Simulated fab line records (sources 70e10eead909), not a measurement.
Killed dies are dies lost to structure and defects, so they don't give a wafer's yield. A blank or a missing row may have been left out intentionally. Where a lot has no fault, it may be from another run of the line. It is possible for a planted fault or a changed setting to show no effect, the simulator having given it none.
fab line records	flow nand_harc
[record] lots = 13	wafers = 39	last_day = 34
route steps=1302 shown P_GATE@189 P_CONTACT@238 END@1302
lots that met no fault: taken from a fault-free run of the same line
start_h: the number of hours between the record's first day and the start of the first shown wafer of the lot	wait_h: hours from the lot's prior step to this one	" identical to the entry in the row above	L1.1+2: a single row standing in for several wafers	- no value, or no start was given	* or withheld: withheld	< > ~ a bound
route shown NAME@n: names a module that has steps shown in the file, with the first one's number in the route	usual: mean/standard deviation taken from wafers without a fault	same: alike in all rows	chamber/n: place in a boat	sites: per-site readings	_std_site: standard deviation across them	_edge_site: the outer-site mean with the inner-site mean subtracted	radius_mm: for every site, how far away it sits from the centre of the wafer	mask NAME#n: copy n	behind: the most recent tool/chamber to have shaped the wafer	hold: reason for holding the lot/hours on hold/outcome of the hold	device: the transistor (n, p or np) that didn't switch	end of line: the same wafers' tests at the end of the route	for a step that has no rows: nothing shown but its recipe	killed: not the wafer's yield, but the dies lost to structure and defects at the first sort	map: a wafer's dies, marking killed ones x, the rest . and places with no die _
set.NAME: the setting as run; set.NAME@STEP: as run at that earlier step	model.NAME: the simulator's own value behind a step, which no gauge read
a sample of lots followed through the steps of the route, with each step as a table and each wafer as a row
services: the hour from which a tool's chamber was out of use, counted from the record's first day as start_h (under 0 if before that day), plus the number of hours and why
[[steps]]
[step NHARC_P_GATE_STRIP_112]
[recipe] power_w = 1500	temp_c = 110	time_s = 200	chemistry = N2/H2
[usual] drypump_motor_current_A = 6.1/0.46	heater_power_w = 83/6.2
lot.wafer	tool	chamber	start_h	wait_h	drypump_motor_current_A	heater_power_w	rf_hours_counter_h
L433.3	plasma_asher-01	0	116.13	0.2	5.5	76	-
L433.4	"	1	"	"	6.5	83	-
L433.6	"	1	"	"	6.5	83	-
L434.1	plasma_asher-01	0	119.70	0.2	5.5	78	28
L434.2	"	1	"	"	6.5	81	28
L434.4	"	0	"	"	5.5	79	-
L435.1	plasma_asher-01	1	126.32	0.2	6.4	82	30
L435.4	"	0	"	"	5.6	79	-
L435.6	"	0	"	"	5.5	78	-
L436.1	plasma_asher-01	0	144.76	0.3	5.5	79	32
L436.3	"	1	"	"	6.5	81	-
L436.5	"	1	"	"	6.5	81	-
L437.2	plasma_asher-01	0	157.43	0.2	5.5	78	35
L437.3	"	1	"	"	6.5	82	-
L437.4	"	0	"	"	5.5	78	-
L438.1	plasma_asher-02	0	163.83	0.2	6.6	88	17
L438.4	"	0	"	"	6.6	89	-
L438.5	"	1	"	"	5.7	78	-
L443.1	plasma_asher-01	0	207.96	0.2	5.5	86	8
L443.3	"	1	"	"	6.5	80	-
L443.6	"	1	"	"	6.5	80	-
L448.2	plasma_asher-02	0	260.27	0.2	6.6	97	1
L448.3	"	0	"	"	6.6	94	-
L448.4	"	1	"	"	5.7	76	-
L452.1	plasma_asher-02	1	305.68	0.2	5.7	78	12
L452.4	"	1	"	"	5.7	78	-
L452.6	"	1	"	"	5.7	79	-
L453.1	plasma_asher-02	0	310.25	0.2	6.6	96	12
L453.2	"	1	"	"	5.7	77	12
L453.4	"	0	"	"	6.6	96	-
L454.1	plasma_asher-02	1	318.49	0.2	5.7	74	13
L454.3	"	0	"	"	6.6	97	-
L454.5	"	0	"	"	6.6	95	-
L456.1	plasma_asher-01	0	337.74	0.2	5.6	84	32
L456.4	"	1	"	"	6.5	80	-
L456.5	"	0	"	"	5.5	85	-
L455.2	plasma_asher-02	1	338.44	0.2	5.7	74	17
L455.6	"	0	"	"	6.6	96	-
L455.5	"	1	"	"	5.7	77	-
[step NHARC_P_CONTACT_ETCH_18]
[recipe] target_depth_a = 4810	time_s = 240.5	c4f8_flow_sccm = 20	o2_flow_sccm = 10	ar_flow_sccm = withheld	rf_w = 600	bias_w = 1500	chemistry = C4F8/O2/Ar
[usual] oes_product_au = 0.960/0.016	rf_fwd_power_W = 598.0/1.9	rf_vpp_V = 976/4.2
lot.wafer	tool	chamber	start_h	wait_h	oes_product_au	rf_fwd_power_W	rf_hours_counter_h	rf_vpp_V
L433.4	rie_diel-06	1	122.64	-	0.955	598.0	4.9	976
L433.3	"	3	"	"	0.962	599.2	4.3	982
L433.6	"	1	"	"	0.957	599.8	-	974
L434.1	rie_diel-10	1	126.20	-	0.958	598.0	2.1	977
L434.2	"	3	"	"	0.940	599.4	2.2	982
L434.4	"	0	"	"	0.946	599.3	2.2	976
L435.1	rie_diel-10	1	132.82	-	0.964	596.4	2.6	976
L435.4	"	2	"	"	0.979	595.4	2.5	973
L435.6	"	2	"	"	0.975	595.6	-	973
L436.3	rie_diel-06	1	151.47	-	0.983	598.4	0.3	974
L436.1	"	2	"	"	0.986	598.3	0.3	970
L436.5	"	3	"	"	0.972	597.7	-	983
L437.4	rie_diel-12	0	163.79	-	0.982	600.8	3.8	975
L437.3	"	1	"	"	0.984	598.8	4.1	969
L437.2	"	2	"	"	0.957	597.9	3.7	982
L438.4	rie_diel-06	3	170.22	-	0.955	594.7	1.0	981
L438.1	"	1	"	"	0.956	597.3	0.9	975
L438.5	"	3	"	"	0.954	593.1	-	981
L443.1	rie_diel-10	1	214.33	-	0.966	596.1	4.8	977
L443.3	"	2	"	"	0.977	595.6	4.7	971
L443.6	"	0	"	"	0.871	594.7	-	976
L448.2	rie_diel-12	2	267.39	-	0.971	595.2	11.2	982
L448.4	"	3	"	"	0.962	599.6	9.8	974
L448.3	"	0	"	"	0.969	596.4	7.9	974
L452.1	rie_diel-10	2	312.33	-	0.970	596.8	2.6	972
L452.4	"	3	"	"	0.951	599.4	2.7	980
L452.6	"	3	"	"	0.961	598.9	-	980
L453.2	rie_diel-06	1	316.76	-	0.964	599.0	0.3	976
L453.4	"	3	"	"	0.984	600.7	0.2	981
L453.1	"	0	"	"	0.972	599.9	0.3	975
L454.3	rie_diel-06	2	325.02	-	0.958	599.7	0.6	969
L454.1	"	3	"	"	0.967	599.7	0.7	983
L454.5	"	2	"	"	0.960	597.6	-	971
L456.4	rie_diel-12	2	344.00	-	0.964	597.6	4.5	982
L456.1	"	3	"	"	0.979	595.7	4.8	972
L456.5	"	1	"	"	0.965	600.6	-	969
L455.2	rie_diel-06	2	344.82	-	0.984	595.5	1.6	970
L455.5	"	2	"	"	0.983	597.3	-	971
L455.6	"	3	"	"	0.966	598.9	-	982
[step NHARC_P_CONTACT_CD_MEAS_19]
[usual] cd_nm = 90.1/1.1
lot.wafer	tool	chamber	start_h	wait_h	cd_nm
L433.3	cd_sem-03	-	123.02	-	90.3
L433.4	"	-	"	"	90.7
L433.6	"	-	"	"	89.5
L434.1	cd_sem-01	-	126.60	-	90.4
L434.2	"	-	"	"	88.4
L434.4	"	-	"	"	89.8
L435.1	cd_sem-02	-	133.21	-	90.6
L435.4	"	-	"	"	90.1
L435.6	"	-	"	"	91.0
L436.1	cd_sem-02	-	151.82	-	88.9
L436.3	"	-	"	"	90.2
L436.5	"	-	"	"	90.5
L437.2	cd_sem-03	-	164.18	-	88.0
L437.3	"	-	"	"	87.9
L437.4	"	-	"	"	88.1
L438.1	cd_sem-03	-	170.59	-	89.1
L438.4	"	-	"	"	90.7
L438.5	"	-	"	"	89.8
L443.1	cd_sem-01	-	214.70	-	89.8
L443.3	"	-	"	"	89.5
L443.6	"	-	"	"	88.3
L448.2	cd_sem-03	-	267.82	-	92.0
L448.3	"	-	"	"	89.9
L448.4	"	-	"	"	89.9
L452.1	cd_sem-01	-	312.73	-	88.6
L452.4	"	-	"	"	89.2
L452.6	"	-	"	"	87.3
L453.1	cd_sem-03	-	317.16	-	91.8
L453.2	"	-	"	"	90.6
L453.4	"	-	"	"	92.4
L454.1	cd_sem-01	-	325.41	-	91.0
L454.3	"	-	"	"	90.6
L454.5	"	-	"	"	90.5
L456.1	cd_sem-01	-	344.35	-	90.2
L456.4	"	-	"	"	86.8
L456.5	"	-	"	"	87.8
L455.2	cd_sem-02	-	345.21	-	89.0
L455.5	"	-	"	"	88.4
L455.6	"	-	"	"	89.1
[step NHARC_P_CONTACT_DEGAS_38]
[recipe] temp_c = 300	time_s = 60
[usual] heater_power_w = 464/46
lot.wafer	tool	chamber	start_h	wait_h	heater_power_w
L433.3	pvd_sputter-02	-	123.72	-	446
L433.4	"	-	"	"	500
L433.6	"	-	"	"	507
L434.4	pvd_sputter-01	-	127.31	-	411
L434.2	"	-	"	"	496
L434.1	"	-	"	"	441
L435.1	pvd_sputter-02	-	133.92	-	554
L435.4	"	-	"	"	449
L435.6	"	-	"	"	545
L436.3	pvd_sputter-03	-	152.53	-	444
L436.1	"	-	"	"	493
L436.5	"	-	"	"	483
L437.4	pvd_sputter-02	-	164.97	-	552
L437.3	"	-	"	"	452
L437.2	"	-	"	"	499
L438.1	pvd_sputter-02	-	171.30	-	512
L438.4	"	-	"	"	443
L438.5	"	-	"	"	502
L443.1	pvd_sputter-01	-	215.42	-	488
L443.3	"	-	"	"	449
L443.6	"	-	"	"	444
L448.2	pvd_sputter-01	-	268.53	-	497
L448.3	"	-	"	"	441
L448.4	"	-	"	"	420
L452.1	pvd_sputter-02	-	313.47	-	521
L452.4	"	-	"	"	550
L452.6	"	-	"	"	464
L453.1	pvd_sputter-03	-	317.86	-	435
L453.2	"	-	"	"	478
L453.4	"	-	"	"	490
L454.1	pvd_sputter-01	-	326.12	-	441
L454.3	"	-	"	"	425
L454.5	"	-	"	"	415
L456.4	pvd_sputter-03	-	345.06	-	494
L456.1	"	-	"	"	364
L456.5	"	-	"	"	474
L455.2	pvd_sputter-02	-	345.91	-	438
L455.5	"	-	"	"	440
L455.6	"	-	"	"	520
[step NHARC_END_SORT_01]
[recipe] temp_c = 25
[usual] killed_at_array = 53/21	killed_at_other = 1.0/1.3	killed_at_periphery = 3.8/2.4	killed_dies = 58/21	killed_open = 3.4/1.9	killed_short = 2.4/1.5
[same] gross_dies = 677
lot.wafer	tool	chamber	start_h	wait_h	killed_at_array	killed_at_other	killed_at_periphery	killed_dies	killed_open	killed_short
L443.1	prober-02	0	677.03	2.5	47	1	2	50	2	3
L443.3	prober-02	0	678.64	3.1	56	1	0	57	3	4
L443.6	prober-02	0	681.05	4.0	74	2	601	677	1	3
// killed by level:class
L443.1 A_SLIT:chamber_film_flake=18 A_CHANNEL_HOLE_D1:chamber_film_flake=16 A_WL_FILL:chamber_film_flake=2 A_M1:chamber_film_flake=2 P_CONTACT:geometric_particle:open=1 A_ONON_D1:geometric_particle:short=1 A_DECK1_JOINT:geometric_particle:short=1 A_WL_FILL:geometric_particle:short=1
L443.3 A_SLIT:chamber_film_flake=23 A_CHANNEL_HOLE_D1:chamber_film_flake=16 A_CONTACT:chamber_film_flake=6 A_ONON_D1:geometric_particle:short=1 A_CHANNEL_FILL_D1:geometric_particle:short=1 A_ONON_D2:geometric_particle:open=1 A_SGD_CUT:geometric_particle:open=1 A_WL_FILL:geometric_particle:short=1
L443.6 P_CONTACT:area_etch=598 A_CHANNEL_HOLE_D1:chamber_film_flake=36 A_SLIT:chamber_film_flake=24 A_CONTACT:chamber_film_flake=5 A_M0:geometric_particle:short=2 A_DECK1_JOINT:chamber_film_flake=2 A_STAIRCASE:chamber_film_flake=2 A_SGD_CUT:chamber_film_flake=2
[[services]]
tool	chamber	start_h	hours	kind
pvd_sputter-02	-	104.00	10.0	pm
pvd_sputter-03	-	105.77	1.7	repair
pvd_sputter-01	-	121.61	4.5	repair
plasma_asher-01	-	128.10	3.5	repair
rie_diel-06	-	130.20	9.0	pm
rie_diel-12	1	149.45	3.0	repair
pvd_sputter-02	-	155.73	2.6	repair
pvd_sputter-03	-	161.99	6.5	repair
plasma_asher-01	-	165.13	9.0	pm
rie_diel-12	1	169.77	3.3	repair
pvd_sputter-03	-	180.44	10.0	pm
pvd_sputter-02	-	217.49	0.7	repair
pvd_sputter-01	-	226.02	10.0	pm
rie_diel-10	0	237.16	19.2	repair
rie_diel-06	2	241.08	2.8	repair
rie_diel-10	-	242.50	9.0	pm
plasma_asher-02	-	249.29	9.0	pm
rie_diel-10	-	256.45	1.3	repair
rie_diel-10	-	274.18	1.8	repair
plasma_asher-01	-	280.99	4.6	repair
pvd_sputter-02	-	282.00	10.0	pm
rie_diel-06	-	307.20	9.0	pm
plasma_asher-01	-	342.13	9.0	pm
rie_diel-10	0	344.38	7.0	repair
[[key]]
[first_sign] step = NHARC_P_CONTACT_ETCH_18	reading = oes_product_au	direction = down	sigmas = 5.6	usual = 0.960	struck = 0.871
[effect] step = NHARC_END_SORT_01	reading = killed_at_periphery	direction = up	sigmas = 99+	usual = 3.8	struck = 601
[more_kills_born_at] NHARC_P_CONTACT_ETCH_18@rie_diel-10 = 598
met_at NHARC_P_CONTACT_ETCH_18
struck_lots L443
struck_wafers L443.6
later_rows_left_out L443.6
tester_left_out L443
not_acting_at NHARC_P_GATE_STRIP_112,NHARC_P_CONTACT_CD_MEAS_19,NHARC_P_CONTACT_DEGAS_38
onset_between 126.20 214.33
[fault] kind = process_parameter_drift	tool = rie_diel-10	chamber = 0	onset_h = 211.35	steps = NHARC_P_CONTACT_ETCH_18	channel = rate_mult	offset = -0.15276	shape = step	end_h = 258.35
// tester_left_out: of these lots the tester's yield and bins aren't shown, on N5 and GAA mostly nor the transistor test; their killed dies are dies lost to structure and defects alone, not to doping, threshold or leakage, so they don't give the yield
// later_rows_left_out: the simulator's readings of these wafers behind a module that went badly wrong aren't trusted and aren't shown, but for the sort
